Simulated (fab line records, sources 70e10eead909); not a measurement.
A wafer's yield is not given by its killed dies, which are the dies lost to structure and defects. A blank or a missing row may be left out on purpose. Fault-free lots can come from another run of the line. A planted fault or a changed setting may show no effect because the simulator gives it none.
Struck lot and sound lot, side by side    flow nand_harc    15 steps out of a route of 1302
Sound: these wafers, L979.4, L979.5, L979.6. The struck wafers were L994.2, L994.5, L994.6. The cause is given at the end.
Each step with rows lists, per side, the tool, then ch with its chambers, then its first start. Under that, the readings that differ: sound wafers    struck wafers    difference of the means    sigmas: that difference in standard deviations of wafers without a fault.
alike: same words and numbers on both sides, and readings whose means sit less than 2 such deviations apart. not compared: any withheld reading, any reading some wafer has no value for, any bound like >300 that may hide the same value, and any number with overlapping values for which the record gives no deviation.
A row with sigmas, a row that says differs or no value, or rows on one side alone: a step with any of these is where the two part. Numbers that don't overlap but have no deviation are shown without sigmas and don't part them. Lack of a reading on every wafer of one side parts them only where that side has two or more wafers.

first, 4 steps without rows for these wafers: NHARC_HYBRID_BOND_PRECLEAN_01 (cleans in DIW, time 300 s); NHARC_HYBRID_BOND_SRD_02 (time 30 s, dry time 20 s); NHARC_HYBRID_BOND_BOND_03; NHARC_HYBRID_BOND_ANNEAL_04 (time 7200 s).
NHARC_HYBRID_BOND_OVL_MEAS_05:
  sound on overlay-01, day 24 04:37; struck on overlay-01, day 31 09:59
  alike: overlay_x_nm, overlay_y_nm
NHARC_HYBRID_BOND_INSPECT_06: inspects for defects (ir void).
  sound on defect_inspect-01, day 24 04:40; struck on defect_inspect-02, day 31 10:02
  alike: raw_defect_count
NHARC_THIN_TSV_GRIND_00:
  sound on grinder-01 ch 0, day 24 05:25; struck on grinder-01 ch 0, day 31 10:23
  alike: motor_current_A
NHARC_THIN_TSV_CMP_01: polishes.
  sound on cmp-03 ch 0,2,3, day 24 06:05; struck on cmp-03 ch 0,2,3, day 31 11:28
  alike: motor_current_A
NHARC_THIN_TSV_THK_MEAS_02: measures by ir.
  sound on film_metro-01, day 24 06:18; struck on film_metro-01, day 31 11:39
  alike: thk_nm
then, 3 steps without rows for these wafers: NHARC_THIN_TSV_SRD_03; NHARC_THIN_TSV_PRECLEAN_41 (cleans in SC1); NHARC_THIN_TSV_SRD_42.
NHARC_THIN_TSV_DEP_43: deposits SiO2, target thk 1328.5 nm.
  sound on pecvd-01 ch 0,1,2, day 24 06:39; struck on pecvd-04 ch 0,1,2, day 31 11:58
reading             sound              struck                difference  sigmas
rf_fwd_power_W (W)  899.3 896.4 897.6  1036.4 1042.3 1044.7  +143.4      +55
  alike: flow_sccm, mfc_precursor_sccm, throttle_valve_pct
then, 1 step without rows for these wafers: NHARC_THIN_TSV_DEHYDRATE_04 (time 120 s).
NHARC_END_SORT_01:
  the record has rows for the sound wafers here (prober-01 ch 0, day 25 01:42) and none for the struck ones

WHERE THEY PART
Last at NHARC_END_SORT_01 as far as this record goes, first at NHARC_THIN_TSV_DEP_43.

WHY: what the simulator had put in
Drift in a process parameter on pecvd-04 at NHARC_THIN_TSV_DEP_43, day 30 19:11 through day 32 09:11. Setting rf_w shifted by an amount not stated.
